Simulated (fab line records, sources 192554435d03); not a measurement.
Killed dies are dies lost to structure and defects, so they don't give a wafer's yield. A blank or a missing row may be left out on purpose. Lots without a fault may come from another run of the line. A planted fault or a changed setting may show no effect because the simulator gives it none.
Problem report in the 8D (eight disciplines) form, filled by code | flow n5_finfet | the parts of the form that need people (team, actions taken, sign-off) are left out

1. THE PROBLEM
run_length_s at N5_BEOL_M11_CVD_75 reads a mean of 127.6 s on 3 wafers of 2 lots; wafers without a fault read 161.9 s with a standard deviation of 0.65. That is -53 standard deviations from the usual mean.
The step: deposits Co from CCTBA/H2, target thk 2 nm, time 138.9 s.
First seen on wafer L713.2, day 13 13:11, on cvd_co-02. The record holds 36 wafers of 12 lots with a number at this step. Rule for "out", or "out of limits": more than 4 standard deviations from the usual mean. The other wafers with a number count as sound.

2. WHAT IT IS AND WHAT IT IS NOT
question                    | is                     | is not
which readings at this step | run_length_s           | -
which lots                  | L713, L715             | L704, L705, L706, L709, L722, L723, L724, L725, L726, L727
which wafers of those lots  | L713.2, L713.4, L715.2 | L713.1, L715.3, L715.6
read on which tools         | cvd_co-02              | cvd_co-01
when                        | from day 13 13:11      | up to then (13 sound wafers); but 20 sound wafers of L715, L722, L723, L724, L725, L726, L727 came after

3. SUSPECTS, AND WHAT RULES EACH OUT
Counting: a tool at a process step up to the reading stays a suspect if it ran every lot that is out. Sound lots after the first of them don't rule it out here, since some wafers of a struck lot are sound.
- cvd_co-02 at N5_BEOL_M11_CVD_75 (deposits Co from CCTBA/H2, target thk 2 nm, time 138.9 s): kept. It ran every lot that is out, first L713 (day 13 13:11); its last sound lot up to then is L709 (day 12 14:05). Its own readings are out on those wafers: run_length_s.
Left after counting: cvd_co-02 at N5_BEOL_M11_CVD_75.

4. THE CAUSE (what the simulator had put in)
Process parameter drift: cvd_co-02, from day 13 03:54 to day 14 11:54, at N5_BEOL_M11_CVD_75. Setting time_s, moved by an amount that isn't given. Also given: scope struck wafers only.
Counting left only this tool.

5. THE CHAIN OF EFFECTS, in route order
Each row: a reading whose mean over the struck wafers that have a number lies more than 3 standard deviations from the usual. Only readings for which the record gives a usual standard deviation are gone through. hours: the time from each lot's start at the first step in this table that gives one to its start at this step, as a median over the lots. sigmas: the change in usual standard deviations.
hours | step               | reading      | usual   | on struck wafers | change | sigmas
0     | N5_BEOL_M11_CVD_75 | run_length_s | 161.9 s | 127.6            | -34.3  | -53
The process steps in it:
- N5_BEOL_M11_CVD_75: deposits Co from CCTBA/H2, target thk 2 nm, time 138.9 s.

6. WHAT WOULD HAVE CAUGHT IT SOONER
In this record the first reading out of limits was taken at day 13 13:11, 9 hours after the fault began at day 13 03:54.
